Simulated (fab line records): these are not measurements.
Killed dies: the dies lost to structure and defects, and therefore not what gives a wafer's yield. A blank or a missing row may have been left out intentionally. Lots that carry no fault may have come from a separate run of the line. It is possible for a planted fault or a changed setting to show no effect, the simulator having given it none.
fab line records + flow n5_finfet
record
- lots=10
- wafers=30
- last_day=18
route steps=1938 shown SD_EPI_P@313 SD_ACTIVATION@332 ILD0@340 BEOL_M4@1111 PASSIVATION@1936
lots untouched by any fault: they come from a run of this same line in which no faults occurred
start_h: hours from the record's opening day to when the first of the lot's shown wafers began + wait_h: hours elapsed since this lot's preceding step + " identical to the entry in the row above + L1.1+2: a row that stands for several wafers + - no value, or no start was given + * or withheld: withheld + < > ~ a bound
route shown NAME@n: NAME is a module with steps in the file, n the number in the route of the first one + usual: mean/standard deviation taken from wafers without a fault + same: alike in all rows + chamber/n: place in a boat + sites: the reading at each site + _std_site: their standard deviation + _edge_site: mean of outer sites minus mean of inner sites + radius_mm: how far each site lies from the wafer's centre + mask NAME#n: copy n + behind: tool/chamber where the wafer was last shaped + hold: why the lot was held/for how many hours/how that ended + device: which transistor (n, p or np) failed to switch + end of line: tests of these same wafers at the route's end + for a step that has no rows: nothing shown but its recipe + killed: not the wafer's yield, but the dies lost to structure and defects at the first sort + map: shows each die of a wafer: x if killed, . if not, _ if none is there
set.NAME: setting as actually run; set.NAME@STEP: the setting as run at that earlier step + model.NAME: the simulator's own value behind a step, which no gauge read
route steps across a sampled set of lots; one table per step, one row per wafer
services: the hour from which a tool's chamber was out of use, counted from the record's first day as start_h (under 0 if before that day), plus the number of hours and why
## steps
# step N5_SD_EPI_P_STRIP_50
# recipe
- chemistry=CHF3/O2
- resist=SiARC
- rf_frequency_hz=6e+07
| lot.wafer  | tool        | chamber | start_h | wait_h |
|------------|-------------|---------|---------|--------|
| L172.3+4+6 | rie_diel-06 | 1,2,1   | 69.94   | 0.0    |
| L173.1+2+6 | rie_diel-04 | 3,2,3   | 74.22   | 0.0    |
| L178.1+4+5 | rie_diel-02 | 2,3,0   | 104.66  | 0.0    |
| L179.1+3+4 | rie_diel-04 | 0,1,2   | 115.05  | 0.0    |
| L180.1+3+6 | rie_diel-04 | 2,0,1   | 120.89  | 0.0    |
| L181.1+4+5 | rie_diel-02 | 1,2,1   | 130.35  | 0.0    |
| L189.1+4+5 | rie_diel-04 | 2,0,3   | 170.96  | 0.0    |
| L190.1+2+4 | rie_diel-06 | 3,2,0   | 177.57  | 0.0    |
| L191.2+3+6 | rie_diel-04 | 2,3,0   | 183.09  | 0.0    |
| L192.3+4+5 | rie_diel-02 | 2,0,2   | 189.65  | 0.0    |
# step N5_SD_EPI_P_INSPECT_26
# recipe
- inspect_instrument=darkfield
- mode=post_epi
# usual
- raw_defect_count=169/31
| lot.wafer | tool              | chamber | start_h | wait_h | raw_defect_count |
|-----------|-------------------|---------|---------|--------|------------------|
| L172.3    | defect_inspect-02 | -       | 73.01   | 0.0    | 193              |
| L172.4    | "                 | -       | "       | "      | 200              |
| L172.6    | "                 | -       | "       | "      | 249              |
| L173.1    | defect_inspect-02 | -       | 78.12   | 0.0    | 198              |
| L173.2    | "                 | -       | "       | "      | 159              |
| L173.6    | "                 | -       | "       | "      | 167              |
| L178.1    | defect_inspect-01 | -       | 107.72  | 0.0    | 125              |
| L178.4    | "                 | -       | "       | "      | 124              |
| L178.5    | "                 | -       | "       | "      | 120              |
| L179.1    | defect_inspect-01 | -       | 118.95  | 0.0    | 142              |
| L179.3    | "                 | -       | "       | "      | 166              |
| L179.4    | "                 | -       | "       | "      | 129              |
| L180.1    | defect_inspect-01 | -       | 125.91  | 0.0    | 1474             |
| L180.3    | "                 | -       | "       | "      | 1308             |
| L180.6    | "                 | -       | "       | "      | 1398             |
| L181.1    | defect_inspect-02 | -       | 135.49  | 0.0    | 1512             |
| L181.4    | "                 | -       | "       | "      | 1420             |
| L181.5    | "                 | -       | "       | "      | 1426             |
| L189.1    | defect_inspect-02 | -       | 174.06  | 0.0    | 153              |
| L189.4    | "                 | -       | "       | "      | 222              |
| L189.5    | "                 | -       | "       | "      | 180              |
| L190.1    | defect_inspect-02 | -       | 181.50  | 0.0    | 200              |
| L190.2    | "                 | -       | "       | "      | 192              |
| L190.4    | "                 | -       | "       | "      | 170              |
| L191.2    | defect_inspect-01 | -       | 186.17  | 0.0    | 159              |
| L191.3    | "                 | -       | "       | "      | 169              |
| L191.6    | "                 | -       | "       | "      | 201              |
| L192.3    | defect_inspect-01 | -       | 192.72  | 0.0    | 171              |
| L192.4    | "                 | -       | "       | "      | 165              |
| L192.5    | "                 | -       | "       | "      | 196              |
# step N5_SD_ACTIVATION_RS_MEAS_03
# recipe
- thk_meas_gauge=four-point-probe
# usual
- RS_SD_N=21.94/0.28
- RS_SD_P=56.0/1
| lot.wafer | tool          | chamber | start_h | wait_h | RS_SD_N[ohm/sq] | RS_SD_P[ohm/sq] |
|-----------|---------------|---------|---------|--------|-----------------|-----------------|
| L172.3    | film_metro-01 | -       | 73.54   | 0.2    | 21.98           | 55.4            |
| L172.4    | "             | -       | "       | "      | 21.88           | 56.4            |
| L172.6    | "             | -       | "       | "      | 22.12           | 55.5            |
| L173.1    | film_metro-02 | -       | 78.88   | 0.2    | 21.46           | 56.8            |
| L173.2    | "             | -       | "       | "      | 22.07           | 56.6            |
| L173.6    | "             | -       | "       | "      | 21.89           | 57.1            |
| L178.1    | film_metro-01 | -       | 108.16  | 0.2    | 22.05           | 56.5            |
| L178.4    | "             | -       | "       | "      | 21.57           | 55.9            |
| L178.5    | "             | -       | "       | "      | 21.67           | 56.2            |
| L179.1    | film_metro-02 | -       | 119.61  | 0.2    | 22.36           | 56.3            |
| L179.3    | "             | -       | "       | "      | 21.81           | 56.2            |
| L179.4    | "             | -       | "       | "      | 22.07           | 56.2            |
| L189.1    | film_metro-02 | -       | 174.49  | 0.2    | 21.92           | 55.9            |
| L189.4    | "             | -       | "       | "      | 22.13           | 54.7            |
| L189.5    | "             | -       | "       | "      | 21.74           | 55.7            |
| L190.1    | film_metro-02 | -       | 182.03  | 0.2    | 22.22           | 55.7            |
| L190.2    | "             | -       | "       | "      | 22.21           | 54.8            |
| L190.4    | "             | -       | "       | "      | 22.02           | 54.9            |
| L191.2    | film_metro-02 | -       | 186.62  | 0.2    | 22.48           | 55.2            |
| L191.3    | "             | -       | "       | "      | 22.12           | 55.5            |
| L191.6    | "             | -       | "       | "      | 21.65           | 54.2            |
| L192.3    | film_metro-01 | -       | 193.19  | 0.2    | 21.93           | 53.3            |
| L192.4    | "             | -       | "       | "      | 21.90           | 53.7            |
| L192.5    | "             | -       | "       | "      | 22.16           | 54.7            |
# step N5_SD_ACTIVATION_INSPECT_02
# recipe
- inspect_instrument=darkfield
- mode=post_anneal
# usual
- raw_defect_count=174/32
| lot.wafer | tool              | chamber | start_h | wait_h | raw_defect_count |
|-----------|-------------------|---------|---------|--------|------------------|
| L172.3    | defect_inspect-02 | -       | 73.82   | 0.1    | 193              |
| L172.4    | "                 | -       | "       | "      | 187              |
| L172.6    | "                 | -       | "       | "      | 236              |
| L173.1    | defect_inspect-02 | -       | 79.20   | 0.2    | 197              |
| L173.2    | "                 | -       | "       | "      | 163              |
| L173.6    | "                 | -       | "       | "      | 165              |
| L178.1    | defect_inspect-01 | -       | 108.48  | 0.2    | 123              |
| L178.4    | "                 | -       | "       | "      | 120              |
| L178.5    | "                 | -       | "       | "      | 122              |
| L179.1    | defect_inspect-01 | -       | 119.93  | 0.2    | 151              |
| L179.3    | "                 | -       | "       | "      | 173              |
| L179.4    | "                 | -       | "       | "      | 137              |
| L189.1    | defect_inspect-01 | -       | 174.81  | 0.2    | 149              |
| L189.4    | "                 | -       | "       | "      | 212              |
| L189.5    | "                 | -       | "       | "      | 175              |
| L190.1    | defect_inspect-02 | -       | 182.35  | 0.2    | 187              |
| L190.2    | "                 | -       | "       | "      | 197              |
| L190.4    | "                 | -       | "       | "      | 170              |
| L191.2    | defect_inspect-02 | -       | 186.92  | 0.1    | 161              |
| L191.3    | "                 | -       | "       | "      | 169              |
| L191.6    | "                 | -       | "       | "      | 218              |
| L192.3    | defect_inspect-02 | -       | 193.47  | 0.1    | 172              |
| L192.4    | "                 | -       | "       | "      | 183              |
| L192.5    | "                 | -       | "       | "      | 220              |
# step N5_ILD0_CMP_07
# recipe
- stop_on=poly-Si
- material=SiO2_flowable
- t_overpolish_s=1.18
- post_cmp_clean=alkaline_brush
- down_force_psi=4.1491
- platen_rpm=51.796
- pad_velocity_m_s=1.0306
- target_thk_nm=138.88
# usual
- motor_current_A=12.4/0.99
| lot.wafer | tool   | chamber | start_h | wait_h | motor_current_A |
|-----------|--------|---------|---------|--------|-----------------|
| L172.4    | cmp-02 | 1       | 77.18   | 0.1    | 11.3            |
| L172.3    | "      | 2       | "       | "      | 12.3            |
| L172.6    | "      | 1       | "       | "      | 12.3            |
| L173.2    | cmp-01 | 3       | 81.98   | 0.1    | 13.3            |
| L173.1    | "      | 1       | "       | "      | 12.8            |
| L173.6    | "      | 3       | "       | "      | 13.8            |
| L178.4    | cmp-01 | 2       | 111.52  | 0.0    | 13.2            |
| L178.1    | "      | 1       | "       | "      | 12.3            |
| L178.5    | "      | 3       | "       | "      | 14.0            |
| L179.1    | cmp-04 | 3       | 123.11  | 0.0    | 13.3            |
| L179.3    | "      | 1       | "       | "      | 10.6            |
| L179.4    | "      | 2       | "       | "      | 12.0            |
| L189.1    | cmp-02 | 1       | 178.24  | 0.0    | 12.2            |
| L189.4    | "      | 2       | "       | "      | 12.0            |
| L189.5    | "      | 2       | "       | "      | 12.0            |
| L190.2    | cmp-04 | 0       | 186.40  | 0.0    | 11.6            |
| L190.1    | "      | 1       | "       | "      | 10.3            |
| L190.4    | "      | 2       | "       | "      | 11.0            |
| L191.2    | cmp-01 | 0       | 190.19  | 0.2    | 11.7            |
| L191.3    | "      | 2       | "       | "      | 13.4            |
| L191.6    | "      | 0       | "       | "      | 12.4            |
| L192.3    | cmp-04 | 0       | 196.56  | 0.0    | 11.9            |
| L192.4    | "      | 1       | "       | "      | 10.7            |
| L192.5    | "      | 1       | "       | "      | 10.7            |
# step N5_BEOL_M4_RC_MEAS_101
# usual
- DIBL_N=37.0/1.7
- DIBL_P=36.7/2
- IOFF_N=0.17/0.035
- IOFF_P=0.22/0.035
- ION_N=672/12
- ION_P=461/7.5
- SS_N=71.6/0.67
- SS_P=73.4/0.64
- VT_N=250/3.5
- VT_P=-250/3.5
| lot.wafer | tool      | chamber | start_h | wait_h | DIBL_N[mV/V] | DIBL_P[mV/V] | IOFF_N[nA/um] | IOFF_P[nA/um] | ION_N[uA/um] | ION_P[uA/um] | SS_N[mV/dec] | SS_P[mV/dec] | VT_N[mV] | VT_P[mV] |
|-----------|-----------|---------|---------|--------|--------------|--------------|---------------|---------------|--------------|--------------|--------------|--------------|----------|----------|
| L172.3    | prober-01 | 0       | 176.08  | 0.3    | 38.7         | 41.7         | 0.22          | 0.27          | 674          | 463          | 72.6         | 75.0         | 248      | -248     |
| L172.4    | "         | 0       | "       | "      | 37.0         | 39.1         | 0.16          | 0.20          | 664          | 454          | 73.0         | 73.4         | 254      | -251     |
| L172.6    | "         | 0       | "       | "      | 35.7         | 36.9         | 0.14          | 0.18          | 645          | 445          | 72.5         | 73.1         | 256      | -253     |
| L173.1    | prober-02 | 0       | 187.31  | 0.0    | 37.0         | 36.5         | 0.17          | 0.25          | 665          | 462          | 71.7         | 73.2         | 249      | -244     |
| L173.2    | "         | 0       | "       | "      | 37.2         | 36.3         | 0.19          | 0.25          | 675          | 467          | 72.0         | 73.1         | 245      | -246     |
| L173.6    | "         | 0       | "       | "      | 36.3         | 36.4         | 0.18          | 0.25          | 685          | 473          | 71.3         | 73.8         | 244      | -247     |
| L178.1    | prober-02 | 0       | 216.00  | 0.0    | 38.4         | 38.6         | 0.21          | 0.24          | 705          | 469          | 72.5         | 73.6         | 246      | -246     |
| L178.4    | "         | 0       | "       | "      | 38.6         | 38.4         | 0.21          | 0.25          | 695          | 471          | 72.0         | 73.5         | 244      | -246     |
| L178.5    | "         | 0       | "       | "      | 42.0         | 41.3         | 0.31          | 0.29          | 695          | 463          | 73.7         | 75.1         | 243      | -246     |
| L179.1    | prober-01 | 0       | 219.44  | 0.0    | 36.7         | 37.4         | 0.17          | 0.20          | 681          | 467          | 71.9         | 74.2         | 252      | -252     |
| L179.3    | "         | 0       | "       | "      | 36.6         | 37.3         | 0.16          | 0.20          | 673          | 464          | 71.7         | 73.3         | 252      | -256     |
| L179.4    | "         | 0       | "       | "      | 36.5         | 36.7         | 0.15          | 0.20          | 662          | 454          | 71.5         | 73.5         | 254      | -253     |
| L189.1    | prober-01 | 0       | 296.65  | 0.0    | 39.6         | 42.4         | 0.21          | 0.29          | 678          | 466          | 72.8         | 73.9         | 247      | -248     |
| L189.4    | "         | 0       | "       | "      | 37.1         | 39.0         | 0.16          | 0.22          | 670          | 467          | 71.3         | 73.5         | 250      | -248     |
| L189.5    | "         | 0       | "       | "      | 37.6         | 39.3         | 0.15          | 0.22          | 666          | 452          | 72.0         | 73.6         | 251      | -249     |
| L190.1    | prober-01 | 0       | 300.21  | 0.0    | 36.6         | 36.0         | 0.14          | 0.21          | 662          | 460          | 72.5         | 72.9         | 251      | -250     |
| L190.2    | "         | 0       | "       | "      | 36.6         | 35.7         | 0.15          | 0.21          | 669          | 464          | 71.4         | 73.2         | 253      | -249     |
| L190.4    | "         | 0       | "       | "      | 37.1         | 36.4         | 0.16          | 0.21          | 672          | 461          | 71.9         | 73.1         | 251      | -250     |
| L191.2    | prober-02 | 0       | 302.36  | 0.2    | 36.6         | 36.8         | 0.13          | 0.17          | 658          | 447          | 71.6         | 73.4         | 256      | -257     |
| L191.3    | "         | 0       | "       | "      | 39.4         | 40.1         | 0.18          | 0.21          | 662          | 452          | 72.6         | 73.8         | 249      | -251     |
| L191.6    | "         | 0       | "       | "      | 38.0         | 38.7         | 0.15          | 0.19          | 664          | 454          | 71.6         | 74.3         | 253      | -254     |
| L192.3    | prober-02 | 0       | 322.71  | 0.3    | 35.5         | 34.4         | 0.15          | 0.20          | 675          | 467          | 72.0         | 73.6         | 250      | -250     |
| L192.4    | "         | 0       | "       | "      | 36.0         | 35.2         | 0.16          | 0.22          | 678          | 466          | 71.8         | 73.5         | 246      | -249     |
| L192.5    | "         | 0       | "       | "      | 35.8         | 34.2         | 0.14          | 0.20          | 664          | 461          | 71.2         | 73.1         | 251      | -252     |
# step N5_PASSIVATION_PROBE_49
# usual
- defect_limited_yield=91.1/1.3
- killed_at_M0_to_M3=35/11
- killed_at_M4_up=13/5.4
- killed_at_contacts=14/6.5
- killed_at_front_end=41/11
- killed_at_other=4/3.1
- killed_dies=106/15
- killed_on_rim=14/3.7
- killed_open=69/12
- killed_short=35/7
- sort_bin_4_leakage=0.01/0.078
- sort_bin_5_function=5.2/0.86
- sort_bin_6_memory=3.4/0.64
- sort_n_pass=1074/15
- sort_yield_pct=91.0/1.3
# same
- gross_dies=1180
- killed_at_back_side=0
- sort_bin_8_speed[%]=0
| lot.wafer | tool      | chamber | start_h | wait_h | defect_limited_yield[%] | killed_at_M0_to_M3 | killed_at_M4_up | killed_at_contacts | killed_at_front_end | killed_at_other | killed_dies | killed_on_rim | killed_open | killed_short | sort_bin_4_leakage[%] | sort_bin_5_function[%] | sort_bin_6_memory[%] | sort_n_pass | sort_yield_pct[%] |
|-----------|-----------|---------|---------|--------|-------------------------|--------------------|-----------------|--------------------|---------------------|-----------------|-------------|---------------|-------------|--------------|-----------------------|------------------------|----------------------|-------------|-------------------|
| L179.1    | prober-01 | -       | 315.95  | 0.0    | 92.7                    | 22                 | 8               | 17                 | 36                  | 3               | 86          | 6             | 59          | 25           | 0                     | 4.1                    | 3.1                  | 1094        | 92.7              |
| L179.3    | prober-01 | -       | 316.05  | 0.1    | 92.1                    | 27                 | 5               | 12                 | 45                  | 4               | 93          | 13            | 59          | 30           | 0                     | 5.0                    | 2.5                  | 1087        | 92.1              |
| L179.4    | prober-01 | -       | 316.10  | 0.2    | 91.4                    | 21                 | 6               | 15                 | 53                  | 6               | 101         | 13            | 59          | 41           | 0                     | 5.1                    | 3.1                  | 1079        | 91.4              |
| L180.1    | prober-01 | -       | 321.47  | 0.0    | 0                       | 33                 | 12              | 6                  | 1123                | 6               | 1180        | 152           | 55          | 34           | 0                     | 97.5                   | 2.5                  | 0           | 0                 |
| L180.3    | prober-01 | -       | 321.57  | 0.1    | 0                       | 31                 | 12              | 22                 | 1112                | 3               | 1180        | 152           | 63          | 27           | 0                     | 97.0                   | 3.0                  | 0           | 0                 |
| L180.6    | prober-01 | -       | 321.72  | 0.3    | 0                       | 31                 | 9               | 8                  | 1125                | 7               | 1180        | 152           | 70          | 19           | 0                     | 96.9                   | 2.8                  | 0           | 0                 |
| L181.1    | prober-02 | -       | 324.62  | 0.0    | 0                       | 36                 | 10              | 12                 | 1120                | 2               | 1180        | 152           | 69          | 43           | 0                     | 96.1                   | 3.6                  | 0           | 0                 |
| L181.4    | prober-02 | -       | 324.77  | 0.2    | 0                       | 28                 | 14              | 17                 | 1113                | 8               | 1180        | 152           | 69          | 35           | 0                     | 96.4                   | 3.2                  | 0           | 0                 |
| L181.5    | prober-02 | -       | 324.82  | 0.2    | 0                       | 34                 | 16              | 9                  | 1117                | 4               | 1180        | 152           | 60          | 32           | 0                     | 96.8                   | 2.8                  | 0           | 0                 |
# killed by level:class
L179.1 FIN_SAQP:geometric_particle:open=15 MOL_CONTACT_COAG:geometric_particle:open=11 BEOL_M0_SAQP:geometric_particle:open=6 MOL_CONTACT_COAG:geometric_particle:short=5 BEOL_M3:geometric_particle:open=5 GATE_CUT:geometric_particle:short=4 BEOL_M0_SAQP:geometric_particle:short=4 BEOL_M4:geometric_particle:open=4
L179.3 STI_FIN_REVEAL:geometric_particle:open=16 MOL_CONTACT_COAG:geometric_particle:open=9 GATE_CUT:geometric_particle:short=5 BEOL_M0_SAQP:geometric_particle:open=5 BEOL_M3:geometric_particle:open=5 FIN_SAQP:geometric_particle:short=4 STI_FIN_REVEAL:geometric_particle:short=4 BEOL_M0_SAQP:geometric_particle:short=4
L179.4 FIN_SAQP:geometric_particle:short=12 MOL_CONTACT_COAG:geometric_particle:open=12 STI_FIN_REVEAL:geometric_particle:open=9 BEOL_M3:geometric_particle:open=7 FIN_SAQP:geometric_particle:open=6 GATE_CUT:geometric_particle:short=4 BEOL_M0_SAQP:geometric_particle:open=4 BEOL_M0_SAQP:geometric_particle:short=4
L180.1 SD_EPI_P:area_epi=1089 BEOL_M0_SAQP:geometric_particle:open=12 BEOL_M0_SAQP:geometric_particle:short=9 STI_FIN_REVEAL:geometric_particle:open=8 FIN_SAQP:geometric_particle:short=7 MOL_CONTACT_COAG:geometric_particle:open=5 BEOL_M8:geometric_particle:open=4 STARTING-WAFER:geometric_particle:open=4
L180.3 SD_EPI_P:area_epi=1090 MOL_CONTACT_COAG:geometric_particle:open=17 BEOL_M1:geometric_particle:open=8 BEOL_M0_SAQP:geometric_particle:open=7 DUMMY_GATE:geometric_particle:open=5 MOL_CONTACT_COAG:geometric_particle:short=5 BEOL_M0_SAQP:geometric_particle:short=5 BEOL_M4:geometric_particle:open=5
L180.6 SD_EPI_P:area_epi=1091 STI_FIN_REVEAL:geometric_particle:open=10 MOL_CONTACT_COAG:geometric_particle:open=8 BEOL_M3:geometric_particle:open=8 FIN_SAQP:geometric_particle:open=6 BEOL_M0_SAQP:geometric_particle:open=6 BEOL_M0_SAQP:geometric_particle:short=5 DUMMY_GATE:geometric_particle:open=4
L181.1 SD_EPI_P:area_epi=1068 FIN_SAQP:geometric_particle:short=14 STI_FIN_REVEAL:geometric_particle:open=12 MOL_CONTACT_COAG:geometric_particle:open=11 BEOL_M0_SAQP:geometric_particle:open=9 BEOL_M0_SAQP:geometric_particle:short=7 BEOL_M4:geometric_particle:open=6 FIN_SAQP:geometric_particle:open=5
L181.4 SD_EPI_P:area_epi=1075 MOL_CONTACT_COAG:geometric_particle:open=17 BEOL_M0_SAQP:geometric_particle:short=9 FIN_SAQP:geometric_particle:short=8 FIN_SAQP:geometric_particle:open=7 STI_FIN_REVEAL:geometric_particle:open=6 BEOL_M3:geometric_particle:open=6 BEOL_M4:geometric_particle:open=6
L181.5 SD_EPI_P:area_epi=1088 BEOL_M0_SAQP:geometric_particle:open=13 BEOL_M0_SAQP:geometric_particle:short=10 BEOL_M4:geometric_particle:open=9 MOL_CONTACT_COAG:geometric_particle:open=7 FIN_SAQP:geometric_particle:short=6 STI_FIN_REVEAL:geometric_particle:open=6 FIN_SAQP:geometric_particle:open=4
## services
| tool        | chamber | start_h | hours | kind                           |
|-------------|---------|---------|-------|--------------------------------|
| rie_diel-06 | 1       | 50.96   | 14.0  | repair                         |
| rie_diel-06 | 0       | 59.86   | 16.9  | repair                         |
| cmp-04      | -       | 90.95   | 11.3  | pm                             |
| cmp-04      | -       | 114.53  | 4.0   | pm                             |
| cmp-04      | -       | 118.53  | -     | consumable_replace:conditioner |
| cmp-04      | -       | 118.53  | -     | consumable_replace:pad         |
| rie_diel-02 | 0       | 119.59  | -     | clean                          |
| rie_diel-02 | 0       | 119.59  | -     | consumable_replace:focus_ring  |
| rie_diel-02 | 0       | 119.59  | 19.3  | scheduled_down                 |
| rie_diel-02 | 0       | 119.59  | 19.3  | vent_cycle                     |
| rie_diel-06 | 2       | 136.20  | 3.6   | repair                         |
| cmp-02      | -       | 140.98  | 2.3   | repair                         |
| cmp-04      | -       | 144.25  | 4.9   | pm                             |
| rie_diel-02 | 1       | 146.20  | 2.6   | repair                         |
| cmp-01      | -       | 148.66  | 2.2   | repair                         |
| rie_diel-04 | 1       | 156.15  | 5.6   | repair                         |
| rie_diel-02 | 3       | 171.82  | 10.5  | repair                         |
| cmp-01      | -       | 174.91  | 4.0   | pm                             |
| cmp-01      | -       | 178.91  | -     | consumable_replace:conditioner |
| cmp-01      | -       | 178.91  | -     | consumable_replace:pad         |
| cmp-01      | -       | 180.08  | 0.8   | repair                         |
| cmp-02      | -       | 187.36  | 5.6   | pm                             |
## key
first_sign
- step=N5_SD_EPI_P_INSPECT_26
- reading=raw_defect_count
- direction=up
- sigmas=40
- usual=169
- struck=1423
effect
- step=N5_PASSIVATION_PROBE_49
- reading=sort_bin_5_function
- direction=up
- sigmas=99+
- usual=5.2
- struck=96.8
more_kills_born_at
- N5_SD_EPI_P_EPI_21@epi_rpcvd-01=3270
- N5_SD_EPI_P_EPI_21@epi_rpcvd-02=3231
met_at N5_SD_EPI_P_STRIP_50
struck_lots L180,L181
later_rows_left_out L180.1,L180.3,L180.6,L181.1,L181.4,L181.5
not_acting_at N5_SD_ACTIVATION_RS_MEAS_03,N5_SD_ACTIVATION_INSPECT_02,N5_ILD0_CMP_07
onset_between 115.05 120.89
fault
- kind=skipped_step_whole
- tool=rie_diel-02,rie_diel-04
- chamber=-
- onset_h=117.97
- steps=N5_SD_EPI_P_STRIP_50
- scope=struck_lots_only
# later_rows_left_out: the simulator's readings of these wafers behind a module that went badly wrong aren't trusted and aren't shown, but for the sort
